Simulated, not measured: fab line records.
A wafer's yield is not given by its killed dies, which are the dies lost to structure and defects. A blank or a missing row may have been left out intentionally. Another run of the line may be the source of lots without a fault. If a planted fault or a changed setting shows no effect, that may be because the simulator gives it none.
Code-filled problem report in 8D (eight disciplines) form / flow n5Finfet / the parts of the form that need people (team, actions taken, sign-off) are left out

1. WHAT IS WRONG
killedAtFrontEnd at N5_PASSIVATION_PROBE_49 reads a mean of 188 on 6 wafers of 2 lots; wafers without a fault read 36 with a standard deviation of 12. Measured from the usual mean, that is +13 standard deviations.
First observed at day 15 11:55: wafer L460.1, on prober-02. Wafers with a number at this step in the record: 21, from 7 lots. Rule for "out" (also "out of limits"): further than 4 standard deviations from the usual mean. The other wafers with a number count as sound.

2. WHAT IT IS, AND WHAT IT ISN'T
question=which readings at this step | is=killedAtFrontEnd, defectLimitedYield, killedDies, sort_bin_5_function, sortNPass, sortYieldPct | is not=killed_at_M0_to_M3, killed_at_M4_up, killedAtContacts, killedAtOther, sort_bin_8_speed
question=which lots | is=L460, L462 | is not=L447, L451, L452, L453, L465
question=which wafers of those lots | is=all that have a number | is not=-
question=read on which tools | is=prober-02 | is not=prober-01
question=when | is=from day 15 11:55 | is not=up to then (12 sound wafers); but 3 sound wafers of L465 came after

3. WHAT RULES OUT EACH SUSPECT
Counting: a tool at any process step up to the reading remains a suspect when it ran all the lots that are out and ran no sound lot after the first of those.
- rieDiel-06 at N5_HKMG_FIN_STRIP_89 (strips SOC in N2/H2, time 20 s): kept. Every lot that is out went through it, starting with L460 (day 7 10:44), and after that it ran no sound lot; the last sound lot it ran before then is L453 (day 5 16:25).
- rieDiel-01 at N5_PASSIVATION_VIA_ETCH_13 (etches SiO2 in CHF3/O2, target depth 660 nm, time 330 s): kept. Every lot that is out went through it, starting with L460 (day 15 04:58), and after that it ran no sound lot; the last sound lot it ran before then is L452 (day 13 01:43).
- prober-02 at N5_PASSIVATION_PROBE_49: kept. Every lot that is out went through it, starting with L460 (day 15 11:55), and after that it ran no sound lot; the last sound lot it ran before then is L453 (day 13 12:33). Its own readings are out on those wafers: defectLimitedYield, killedAtFrontEnd, killedDies, sort_bin_5_function, sortNPass, sortYieldPct.
Still standing after the count: rieDiel-06 at N5_HKMG_FIN_STRIP_89, rieDiel-01 at N5_PASSIVATION_VIA_ETCH_13, prober-02 at N5_PASSIVATION_PROBE_49.

4. THE CAUSE (what the simulator had put in)
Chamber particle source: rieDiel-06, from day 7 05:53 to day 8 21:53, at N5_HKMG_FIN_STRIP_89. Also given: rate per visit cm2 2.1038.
3 suspects survive the count, and this tool is in that group.

5. THE EFFECT CHAIN, in route order
Each row: a reading where the mean over the struck wafers with a number is more than 3 standard deviations away from the usual. Only readings whose record carries a usual standard deviation are examined. hours: median over the lots of the time between each lot's start at the first step of this table that gives one and its start at this step. sigmas: the change, counted in usual standard deviations.
hours=0; step=N5_PASSIVATION_PROBE_49; reading=defectLimitedYield; usual=91.8 %; on struck wafers=78.5; change=-13.3; sigmas=-8.9
hours=0; step=N5_PASSIVATION_PROBE_49; reading=killedAtFrontEnd; usual=36; on struck wafers=188; change=+152; sigmas=+13
hours=0; step=N5_PASSIVATION_PROBE_49; reading=killedDies; usual=97; on struck wafers=254; change=+157; sigmas=+8.7
hours=0; step=N5_PASSIVATION_PROBE_49; reading=sort_bin_5_function; usual=4.8 %; on struck wafers=13.0; change=+8.2; sigmas=+8.2
hours=0; step=N5_PASSIVATION_PROBE_49; reading=sortNPass; usual=1083; on struck wafers=926; change=-157; sigmas=-8.7
hours=0; step=N5_PASSIVATION_PROBE_49; reading=sortYieldPct; usual=91.8 %; on struck wafers=78.5; change=-13.3; sigmas=-8.9
Its process steps:
- N5_PASSIVATION_PROBE_49

6. HOW IT WOULD HAVE BEEN CAUGHT EARLIER
First out-of-limits reading in this record: day 15 11:55, which is 198 hours after fault onset at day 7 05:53.
Of the tool readings at N5_HKMG_FIN_STRIP_89 for which the record gives a usual standard deviation, none was out on any struck wafer, so an alarm limit of 4 standard deviations on them would not have fired.
All the lots that are out (2) had begun N5_HKMG_FIN_STRIP_89 on rieDiel-06 by day 15 11:55. Holding the tool at that point would not have protected any of them.
